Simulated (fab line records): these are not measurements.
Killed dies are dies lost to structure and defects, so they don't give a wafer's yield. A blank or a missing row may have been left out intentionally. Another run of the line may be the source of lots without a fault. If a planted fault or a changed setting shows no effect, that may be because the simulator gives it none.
Chamber matching + flow n5 finfet + 3 sister chambers for N5_BEOL_M14_DEP_53 on pecvd-03
The step deposits SiCN from 3MS/NH3, target thk 50 nm, time 17.8 s. 6 wafers are shown with their chamber, then 8 later ones without.

== WAFERS, EACH WITH ITS CHAMBER ==
| wafer  | chamber | throttle valve pct (%) | showerhead plenum p Torr (Torr) |
|--------|---------|------------------------|---------------------------------|
| L075.6 | 2       | 17.0                   | 4.182                           |
| L078.3 | 2       | 17.1                   | 4.181                           |
| L085.2 | 0       | 17.1                   | 4.153                           |
| L085.3 | 1       | 18.0                   | 4.161                           |
| L085.6 | 0       | 17.0                   | 4.150                           |
| L087.1 | 1       | 17.6                   | 4.166                           |

== WAFERS MISSING THEIR CHAMBER ==
| wafer  | throttle valve pct (%) | showerhead plenum p Torr (Torr) |
|--------|------------------------|---------------------------------|
| L087.3 | 17.5                   | 4.160                           |
| L087.6 | 17.8                   | 4.163                           |
| L089.2 | 17.1                   | 4.164                           |
| L089.3 | 17.2                   | 4.175                           |
| L089.4 | 17.7                   | 4.168                           |
| L096.2 | 17.3                   | 4.174                           |
| L096.3 | 17.1                   | 4.160                           |
| L096.4 | 17.2                   | 4.163                           |

== WHICH CHAMBER EACH ONE RAN IN ==
| wafer  | from the rows above     | in truth                   |
|--------|-------------------------|----------------------------|
| L087.3 | 1                       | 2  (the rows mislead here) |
| L087.6 | 1                       | 1                          |
| L089.2 | can't be placed: 1 or 0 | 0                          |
| L089.3 | 2                       | 2                          |
| L089.4 | 1                       | 1                          |
| L096.2 | can't be placed: 2 or 1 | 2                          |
| L096.3 | can't be placed: 0 or 1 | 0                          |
| L096.4 | can't be placed: 1 or 0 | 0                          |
Correctly placed: 3 of 8. Can't be placed from these rows: 4 (the true chamber is among the candidates in 4). Placed wrongly: 1.
How it was worked out, from the rows above alone: a wafer's distance from a chamber is the root of the sum, over the readings, of the square of ((its reading less the chamber's mean) divided by the reading's scatter). If the next closest chamber is less than 2 further off than the closest, the wafer can't be placed; otherwise it belongs to the closest. Each chamber's mean is taken over the wafers shown for it. The scatter: take each reading less its chamber's mean, square it, sum over the shown wafers, divide by the number of wafers less the number of chambers, and take the root.
